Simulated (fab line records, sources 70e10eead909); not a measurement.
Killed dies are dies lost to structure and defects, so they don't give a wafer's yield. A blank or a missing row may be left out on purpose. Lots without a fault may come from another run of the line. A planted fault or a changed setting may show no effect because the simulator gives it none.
Which tool did it? | flow nand_harc | 14 lots, 42 wafers sampled, at 6 steps of a route of 1302

WHAT THE GAUGES READ, wafer by wafer
NHARC_A_ZERO_WELL_INSPECT_17. Usual: raw_defect_count 11, standard deviation 5.1.
lot  | measured     | on                | raw_defect_count | flag
L846 | day 6 18:09  | defect_inspect-01 | 5 23 13          |
L847 | day 7 07:41  | defect_inspect-01 | 15 9 7           |
L849 | day 8 05:38  | defect_inspect-02 | 11 7 7           |
L850 | day 8 08:55  | defect_inspect-01 | 6 8 11           |
L851 | day 8 19:35  | defect_inspect-02 | 8 8 7            |
L852 | day 9 07:36  | defect_inspect-01 | 11 5 18          |
L853 | day 9 14:22  | defect_inspect-02 | 7 7 1            |
L855 | day 10 13:53 | defect_inspect-01 | 8 19 7           |
L856 | day 10 22:10 | defect_inspect-02 | 12 10 2          |
L859 | day 12 06:28 | defect_inspect-02 | 18 6 14          |
L860 | day 13 03:08 | defect_inspect-01 | 6 6 4            |
L867 | day 16 09:53 | defect_inspect-01 | 14 19 24         |
L868 | day 16 18:22 | defect_inspect-02 | 6 16 22          |
L869 | day 16 19:42 | defect_inspect-02 | 7 4 7            |

NHARC_A_SOURCE_PLATE_THK_MEAS_06: measures by ellipsometry. Usual: thk_nm 199.4 nm, standard deviation 2.
lot  | measured     | on            | thk_nm (nm)       | flag
L846 | day 7 11:42  | film_metro-02 | 198.6 200.2 201.1 |
L847 | day 8 03:41  | film_metro-01 | 203.2 201.9 203.5 |
L849 | day 9 01:29  | film_metro-01 | 202.6 202.0 202.4 |
L850 | day 9 05:00  | film_metro-01 | 199.3 199.5 200.8 |
L851 | day 9 18:04  | film_metro-02 | 201.4 201.4 202.4 |
L852 | day 10 03:06 | film_metro-01 | 200.4 199.3 198.0 |
L853 | day 10 13:49 | film_metro-02 | 199.1 199.8 201.6 |
L855 | day 11 09:51 | film_metro-02 | 196.4 195.9 199.7 |
L856 | day 11 20:42 | film_metro-01 | 197.9 199.3 200.4 |
L859 | day 13 02:40 | film_metro-01 | 198.3 198.7 197.6 |
L860 | day 14 00:01 | film_metro-02 | 201.2 202.5 199.9 |
L867 | day 17 07:55 | film_metro-02 | 199.4 200.0 200.0 |
L868 | day 17 14:13 | film_metro-02 | 202.1 202.1 198.8 |
L869 | day 17 14:13 | film_metro-01 | 199.6 200.2 199.1 |

NHARC_A_ONON_D1_THK_MEAS_14: measures by ellipsometry. Usual: thk_nm 1000 nm, standard deviation 8.5.
lot  | measured     | on            | thk_nm (nm)    | flag
L846 | day 7 14:37  | film_metro-01 | 1010 1008 1010 |
L847 | day 8 06:34  | film_metro-02 | 1008 1012 1010 |
L849 | day 9 04:25  | film_metro-01 | 996 998 997    |
L850 | day 9 07:54  | film_metro-01 | 1001 1003 1003 |
L851 | day 9 20:58  | film_metro-02 | 1014 1014 1011 |
L852 | day 10 06:04 | film_metro-02 | 1000 1003 1002 |
L853 | day 10 16:49 | film_metro-01 | 992 992 993    |
L855 | day 11 12:48 | film_metro-02 | 1000 1000 1000 |
L856 | day 11 23:38 | film_metro-01 | 997 996 999    |
L859 | day 13 05:37 | film_metro-02 | 1003 1002 1001 |
L860 | day 14 02:56 | film_metro-02 | 1013 1014 1012 |
L867 | day 17 10:51 | film_metro-01 | 1009 1009 1006 |
L868 | day 17 17:08 | film_metro-02 | 994 995 993    |
L869 | day 17 17:07 | film_metro-02 | 1004 1002 1002 |

NHARC_A_ONON_D1_THK_MEAS_30: measures by ellipsometry. Usual: thk_nm 999 nm, standard deviation 9.8.
lot  | measured     | on            | thk_nm (nm)    | flag
L846 | day 8 00:40  | film_metro-02 | 996 996 997    |
L847 | day 8 16:26  | film_metro-02 | 1013 1012 1014 |
L849 | day 9 14:46  | film_metro-02 | 1001 1001 1000 |
L850 | day 9 14:47  | film_metro-01 | 1009 1011 1011 |
L851 | day 10 07:19 | film_metro-02 | 1009 1009 1009 |
L852 | day 10 20:55 | film_metro-01 | 1017 1017 1018 |
L853 | day 11 03:08 | film_metro-02 | 996 996 995    |
L855 | day 12 03:00 | film_metro-01 | 1011 1012 1012 |
L856 | day 12 09:41 | film_metro-02 | 989 991 990    |
L859 | day 13 15:40 | film_metro-01 | 332 330 331    | OFF
L860 | day 14 13:50 | film_metro-01 | 320 320 322    | OFF
L867 | day 17 23:14 | film_metro-01 | 1000 999 999   |
L868 | day 18 03:11 | film_metro-02 | 1006 1008 1007 |
L869 | day 18 03:19 | film_metro-01 | 1002 1003 1003 |

NHARC_END_SORT_01. Usual: killed_at_array 52, standard deviation 18; killed_at_other 1.2, standard deviation 1.5; killed_at_periphery 4, standard deviation 3.2; killed_dies 57, standard deviation 17; killed_open 3.1, standard deviation 1.9; killed_short 2.5, standard deviation 1.7.
lot  | measured     | on        | killed_at_array | killed_at_other | killed_at_periphery | killed_dies | killed_open | killed_short | flag
L852 | day 27 23:20 | prober-01 | 67 71 58        | 0 1 0           | 2 4 1               | 69 76 59    | 1 4 2       | 1 2 1        |
L859 | day 29 13:30 | prober-01 | 664 663 661     | 0 0 1           | 13 14 15            | 677 677 677 | 2 4 2       | 3 3 2        | OFF
L860 | day 30 07:08 | prober-01 | 674 676 675     | 0 0 1           | 3 1 1               | 677 677 677 | 6 3 0       | 2 1 4        | OFF

WHICH TOOL RAN EACH LOT (tool, then ch and the chambers of the sampled wafers, then the start)
lot  | NHARC_A_ONON_D1_DEP_28
L846 | pecvd_onon-03 ch 0, day 8 00:09
L847 | pecvd_onon-03 ch 0, day 8 16:02
L849 | pecvd_onon-02 ch 0, day 9 14:22
L850 | pecvd_onon-04 ch 0, day 9 14:16
L851 | pecvd_onon-02 ch 0, day 10 06:51
L852 | pecvd_onon-04 ch 0, day 10 20:24
L853 | pecvd_onon-02 ch 0, day 11 02:44
L855 | pecvd_onon-02 ch 0, day 12 02:33
L856 | pecvd_onon-02 ch 0, day 12 09:17
L859 | pecvd_onon-02 ch 0, day 13 15:09
L860 | pecvd_onon-02 ch 0, day 14 13:19
L867 | pecvd_onon-03 ch 0, day 17 22:53
L868 | pecvd_onon-02 ch 0, day 18 02:43
L869 | pecvd_onon-04 ch 0, day 18 02:55
- NHARC_A_ONON_D1_DEP_28: target thk 1000 nm.

WHAT THE TOOLS THEMSELVES READ (means of the sampled wafers that have a number; where no wafer has one, the mark that the record gives instead)
The record holds no such reading with a usual standard deviation.

THE ANSWER, worked out from the rows above alone
Rule: a lot is off if the mean of its wafers that have a number lies more than 3 standard deviations from the usual mean. A lot without any number at a reading at which 4 lots or more have one is off too. The other lots that the step has rows for count as sound. The gauges are gone through in route order, then the tools' own readings, and for those a lot's mean is taken as printed above. The first step at which some lot is off is used, and at that step the reading that is off furthest; a lot without a number counts as furthest.
Off: L859, L860, at NHARC_A_ONON_D1_THK_MEAS_30 (thk_nm).
A tool fits if, at a process step before that reading, it ran every lot that is off, and no sound lot after the first of them. The gauges at NHARC_A_ONON_D1_THK_MEAS_30 aren't tried: what is off there is off at NHARC_END_SORT_01 too, on other tools, and a gauge's error can't cause that. None of those tried fits.

WHAT THE SIMULATOR HAD PUT IN
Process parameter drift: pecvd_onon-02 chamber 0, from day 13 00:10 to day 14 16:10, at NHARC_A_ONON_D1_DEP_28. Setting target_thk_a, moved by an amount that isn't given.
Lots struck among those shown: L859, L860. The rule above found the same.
